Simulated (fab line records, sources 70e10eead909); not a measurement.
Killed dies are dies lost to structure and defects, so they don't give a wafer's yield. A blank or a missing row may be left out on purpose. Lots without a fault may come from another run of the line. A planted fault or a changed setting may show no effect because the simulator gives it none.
Which tool did it? | flow nand_harc | 11 lots, 33 wafers sampled, at 5 steps of a route of 1302

WHAT THE GAUGES READ, wafer by wafer
NHARC_END_SORT_01.
lot  | measured     | on        | killed_at_array | killed_at_other | killed_at_periphery | killed_dies | killed_open | killed_short
L369 | day 28 18:43 | prober-01 | 24 29 19        | 0 0 1           | 5 6 1               | 29 35 21    | 4 3 3       | 4 4 2

WHICH TOOL RAN EACH LOT (tool, then ch and the chambers of the sampled wafers, then the start)
lot  | NHARC_A_STAIRCASE_ETCH_452                    | NHARC_A_STAIRCASE_HM_DEP_462  | NHARC_A_STAIRCASE_ETCH_453         | NHARC_A_STAIRCASE_STRIP_316
L360 | rie_diel-12 ch 0,2,3, day 16 16:31 or earlier | acl_dep-03 ch 0, day 16 16:31 | rie_diel-04 ch 0,1, day 16 19:26   | rie_diel-04 ch 0,3, no start
L361 | rie_diel-12 ch 2,3, day 16 23:07 or earlier   | acl_dep-02 ch 0, day 16 23:07 | rie_diel-05 ch 0,1,2, day 17 03:48 | rie_diel-05 ch 1,2, no start
L362 | rie_diel-04 ch 0,1,2, day 17 10:08 or earlier | acl_dep-03 ch 0, day 17 10:08 | rie_diel-12 ch 1,3, day 17 13:35   | rie_diel-12 ch 0,3, no start
L363 | rie_diel-04 ch 0,1,3, day 17 23:53 or earlier | acl_dep-03 ch 0, day 17 23:53 | rie_diel-12 ch 0,1,2, day 18 02:58 | rie_diel-12 ch 0,2,3, no start
L369 | rie_diel-04 ch 1,2,3, day 21 03:01 or earlier | acl_dep-01 ch 0, day 21 03:01 | rie_diel-12 ch 0,1,3, day 21 06:25 | rie_diel-12 ch 0,1,3, day 28 18:43 or earlier
L373 | rie_diel-05 ch 0,1,3, day 21 22:58 or earlier | acl_dep-01 ch 0, day 21 22:58 | rie_diel-12 ch 0,2,3, day 22 02:22 | rie_diel-12 ch 0,1,3, no start
L377 | rie_diel-04 ch 0,1,3, day 23 19:00 or earlier | acl_dep-02 ch 0, day 23 19:00 | rie_diel-05 ch 1,2,3, day 23 22:52 | rie_diel-05 ch 0,2,3, no start
L379 | rie_diel-12 ch 0,1,2, day 24 17:20 or earlier | acl_dep-02 ch 0, day 24 17:20 | rie_diel-04 ch 0,2, day 24 20:36   | rie_diel-04 ch 1,3, no start
L378 | rie_diel-05 ch 1,2, day 24 21:31 or earlier   | acl_dep-02 ch 0, day 24 21:31 | rie_diel-05 ch 0,2, day 25 00:35   | rie_diel-05 ch 0,1,3, no start
L382 | rie_diel-12 ch 0,2,3, day 25 19:43 or earlier | acl_dep-01 ch 0, day 25 19:43 | rie_diel-05 ch 1,2,3, day 25 23:06 | rie_diel-05 ch 0,1,3, no start
L383 | rie_diel-12 ch 0,1,3, day 26 05:18 or earlier | acl_dep-01 ch 0, day 26 05:18 | rie_diel-04 ch 0,1,3, day 26 07:52 | rie_diel-04 ch 0,1,3, no start
- NHARC_A_STAIRCASE_ETCH_452: etches the open film in CF4/O2, target depth 30 nm, overetch 3 nm, time 16.5 s.
- NHARC_A_STAIRCASE_HM_DEP_462: deposits aC, target thk 800 nm.
- NHARC_A_STAIRCASE_ETCH_453: etches the open film in CF4/O2, target depth 30 nm, overetch 3 nm, time 16.5 s.
- NHARC_A_STAIRCASE_STRIP_316: strips in O2.

WHAT THE TOOLS THEMSELVES READ (means of the sampled wafers that have a number; where no wafer has one, the mark that the record gives instead)
NHARC_A_STAIRCASE_ETCH_452.
lot  | tool        | cf4_flow_sccm (sccm) | drypump_motor_current_A (A) | oes_f_703_au (a.u.) | oes_o_777_au (a.u.) | oes_product_au (a.u.) | rf_vpp_V (V) | showerhead_plenum_p_Torr (Torr) | throttle_valve_pct (%)
L360 | rie_diel-12 | 80.16                | 5.73                        | 0.998               | 0.998               | 0.993                 | 198.2        | 1.30                            | 13.402
L361 | rie_diel-12 | 80.11                | 5.65                        | 0.995               | 1.002               | 0.998                 | 197.4        | 1.29                            | 13.393
L362 | rie_diel-04 | 80.12                | 5.91                        | 1.003               | 1.001               | 1.013                 | 198.3        | 1.37                            | 13.395
L363 | rie_diel-04 | 79.97                | 5.68                        | 1.001               | 1.001               | 1.019                 | 197.5        | 1.34                            | 13.400
L369 | rie_diel-04 | 79.98                | 5.78                        | 0.997               | 1.004               | 1.004                 | 198.3        | 1.36                            | 13.394
L373 | rie_diel-05 | 79.77                | 5.74                        | 1.006               | 0.996               | 0.999                 | 196.8        | 1.28                            | 13.392
L377 | rie_diel-04 | 79.99                | 5.68                        | 1.004               | 1.003               | 1.009                 | 197.8        | 1.34                            | 13.388
L379 | rie_diel-12 | 79.90                | 5.79                        | 0.994               | 1.003               | 1.000                 | 197.0        | 1.31                            | 13.386
L378 | rie_diel-05 | 80.13                | 6.06                        | 1.001               | 0.999               | 1.012                 | 196.0        | 1.26                            | 13.401
L382 | rie_diel-12 | 80.12                | 5.71                        | 0.997               | 1.001               | 0.977                 | 196.7        | 1.29                            | 13.393
L383 | rie_diel-12 | 79.71                | 5.75                        | 1.006               | 1.002               | 0.993                 | 196.7        | 1.29                            | 13.390

NHARC_A_STAIRCASE_HM_DEP_462.
lot  | tool       | throttle_valve_pct (%)
L360 | acl_dep-03 | 35.003
L361 | acl_dep-02 | 35.005
L362 | acl_dep-03 | 34.990
L363 | acl_dep-03 | 35.004
L369 | acl_dep-01 | 35.003
L373 | acl_dep-01 | 34.996
L377 | acl_dep-02 | 34.998
L379 | acl_dep-02 | 34.999
L378 | acl_dep-02 | 34.999
L382 | acl_dep-01 | 34.992
L383 | acl_dep-01 | 35.005

NHARC_A_STAIRCASE_ETCH_453.
lot  | tool        | cf4_flow_sccm (sccm) | drypump_motor_current_A (A) | oes_f_703_au (a.u.) | oes_o_777_au (a.u.) | oes_product_au (a.u.) | rf_vpp_V (V) | showerhead_plenum_p_Torr (Torr) | throttle_valve_pct (%)
L360 | rie_diel-04 | 80.04                | 5.83                        | 0.996               | 0.996               | 1.013                 | 198.1        | 1.36                            | 13.398
L361 | rie_diel-05 | 79.96                | 5.85                        | 1.003               | 0.996               | 1.003                 | 196.9        | 1.29                            | 13.398
L362 | rie_diel-12 | 80.28                | 5.74                        | 1.004               | 0.996               | 1.008                 | 197.4        | 1.32                            | 13.394
L363 | rie_diel-12 | 80.05                | 5.81                        | 0.996               | 1.000               | 0.999                 | 197.6        | 1.32                            | 13.398
L369 | rie_diel-12 | 39.85                | 5.76                        | 1.141               | 2.033               | 1.003                 | 197.2        | 0.89                            | 10.377
L373 | rie_diel-12 | 40.20                | 5.74                        | 1.142               | 2.032               | 0.986                 | 197.6        | 0.89                            | 10.369
L377 | rie_diel-05 | 80.24                | 5.95                        | 1.001               | 0.999               | 1.005                 | 197.3        | 1.28                            | 13.399
L379 | rie_diel-04 | 80.06                | 6.14                        | 1.001               | 1.000               | 1.025                 | 199.2        | 1.37                            | 13.400
L378 | rie_diel-05 | 80.07                | 5.63                        | 1.002               | 0.996               | 0.988                 | 197.6        | 1.30                            | 13.403
L382 | rie_diel-05 | 79.73                | 5.95                        | 1.002               | 1.000               | 1.001                 | 196.1        | 1.28                            | 13.401
L383 | rie_diel-04 | 80.03                | 5.67                        | 0.999               | 0.997               | 1.014                 | 198.5        | 1.33                            | 13.396

NHARC_A_STAIRCASE_STRIP_316.
lot  | tool        | drypump_motor_current_A (A) | oes_product_au (a.u.) | rf_vpp_V (V) | showerhead_plenum_p_Torr (Torr) | throttle_valve_pct (%)
L360 | rie_diel-04 | 5.81                        | 1.023                 | 58.7         | 3.53                            | 17.032
L361 | rie_diel-05 | 6.07                        | 1.019                 | 57.3         | 3.38                            | 17.035
L362 | rie_diel-12 | 5.68                        | 0.994                 | 57.8         | 3.38                            | 17.034
L363 | rie_diel-12 | 5.76                        | 0.996                 | 56.6         | 3.43                            | 17.030
L369 | rie_diel-12 | 5.76                        | 1.003                 | 57.5         | 3.42                            | 17.034
L373 | rie_diel-12 | 5.76                        | 0.997                 | 57.0         | 3.42                            | 17.028
L377 | rie_diel-05 | 5.77                        | 0.993                 | 58.1         | 3.43                            | 17.042
L379 | rie_diel-04 | 5.60                        | 1.007                 | 57.9         | 3.54                            | 17.036
L378 | rie_diel-05 | 5.76                        | 1.005                 | 56.9         | 3.36                            | 17.039
L382 | rie_diel-05 | 5.75                        | 0.998                 | 56.9         | 3.36                            | 17.040
L383 | rie_diel-04 | 5.68                        | 1.006                 | 58.0         | 3.51                            | 17.035

THE ANSWER, worked out from the rows above alone
Rule: what is usual is taken from the lots themselves. Put in order of their means at a reading, lots are off if they are a third of the lots or fewer, leave a main group of 4 or more, and stand apart from it by a gap of 3 or more times the standard deviation of the main group's means; of several such gaps the widest counts. A main group whose means are all the same, to the digits that the tables above print for the reading, isn't used. A lot without any number at a reading at which 4 lots or more have one is off too. The other lots that the step has rows for count as sound. The gauges are gone through in route order, then the tools' own readings, and for those a lot's mean is taken as printed above. The first step at which some lot is off is used, and at that step the reading that is off furthest; a lot without a number counts as furthest.
Off: L369, L373, at NHARC_A_STAIRCASE_ETCH_453 (throttle_valve_pct). The main group: mean 13.399 %, standard deviation 0.0025.
A tool fits if, at that step or a process step before it, it ran every lot that is off, and no sound lot after the first of them. NHARC_A_STAIRCASE_ETCH_452 gives no start for some lots, so the hours and the order of its lots are those of NHARC_A_STAIRCASE_HM_DEP_462. One fits: rie_diel-12 at NHARC_A_STAIRCASE_ETCH_453. Its last sound lot is L363 (day 18 02:58), its first lot that is off L369 (day 21 06:25): a fault that began between those two fits.
The tool's own readings at NHARC_A_STAIRCASE_ETCH_453 bear it out: on the lots that are off they differ by more than 5 times the standard deviation of the sound lots' means. cf4_flow_sccm reads 40.03 sccm there against 80.05 sccm on the sound lots; oes_f_703_au reads 1.141 a.u. there against 1.000 a.u. on the sound lots; oes_o_777_au reads 2.032 a.u. there against 0.998 a.u. on the sound lots; showerhead_plenum_p_Torr reads 0.89 Torr there against 1.32 Torr on the sound lots; throttle_valve_pct reads 10.373 % there against 13.399 % on the sound lots.

WHAT THE SIMULATOR HAD PUT IN
Process parameter drift: rie_diel-12, from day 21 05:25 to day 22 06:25, at NHARC_A_STAIRCASE_ETCH_453. Setting cf4_flow_sccm, moved by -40, from 80. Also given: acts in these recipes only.
Lots struck among those shown: L369, L373. The rule above found the same.
